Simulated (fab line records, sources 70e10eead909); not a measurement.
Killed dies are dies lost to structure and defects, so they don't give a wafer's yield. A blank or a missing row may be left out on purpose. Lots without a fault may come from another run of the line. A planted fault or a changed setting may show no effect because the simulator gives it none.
Chamber matching | flow nand_harc | NHARC_P_CONTACT_ALD_22 on ald_metal-02: 4 sister chambers
The step deposits TiN, target thk 3 nm, pulse time 1 s, ald cycles 150. 8 wafers are shown with their chamber, then 9 later ones without.

WAFERS WITH THEIR CHAMBER
wafer  | chamber | heater_power_w (W) | precursor_pulse_height_rel
L077.2 | 3       | 1043               | 0.987
L079.3 | 3       | 1089               | 1.006
L078.6 | 0       | 1037               | 0.999
L084.5 | 1       | 881                | 1.035
L084.6 | 2       | 1023               | 0.992
L087.1 | 1       | 864                | 0.970
L087.2 | 2       | 1012               | 0.987
L087.3 | 0       | 1033               | 1.026

WAFERS WITHOUT THEIR CHAMBER
wafer  | heater_power_w (W) | precursor_pulse_height_rel
L089.3 | 864                | 0.976
L089.5 | 1069               | 0.981
L089.6 | 1088               | 0.978
L094.1 | 858                | 1.001
L094.3 | 1006               | 1.016
L094.6 | 1039               | 0.989
L095.3 | 1064               | 1.017
L095.5 | 1039               | 1.040
L095.6 | 981                | 0.999

WHICH CHAMBER EACH WENT THROUGH
wafer  | from the rows above          | in truth
L089.3 | 1                            | 1
L089.5 | can't be placed: 3 or 0      | 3
L089.6 | can't be placed: 3 or 0      | 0
L094.1 | 1                            | 1
L094.3 | can't be placed: 2 or 0      | 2
L094.6 | can't be placed: 0 or 2 or 3 | 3
L095.3 | can't be placed: 3 or 0      | 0
L095.5 | can't be placed: 0 or 3 or 2 | 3
L095.6 | can't be placed: 2 or 0      | 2
Placed correctly: 2 of 9. Can't be placed from these rows: 7 (the true chamber is among the candidates in 7). Placed wrongly: 0.
How it was worked out, from the rows above alone: a wafer's distance from a chamber is the root of the sum, over the readings, of the square of ((its reading less the chamber's mean) divided by the reading's scatter). The wafer belongs to the nearest chamber; if the next one is less than 2 further off, it can't be placed. A chamber's mean is the mean of its shown wafers. The scatter: the root of (the sum of the squares of (reading less its chamber's mean) over the shown wafers, divided by (wafers less chambers)).
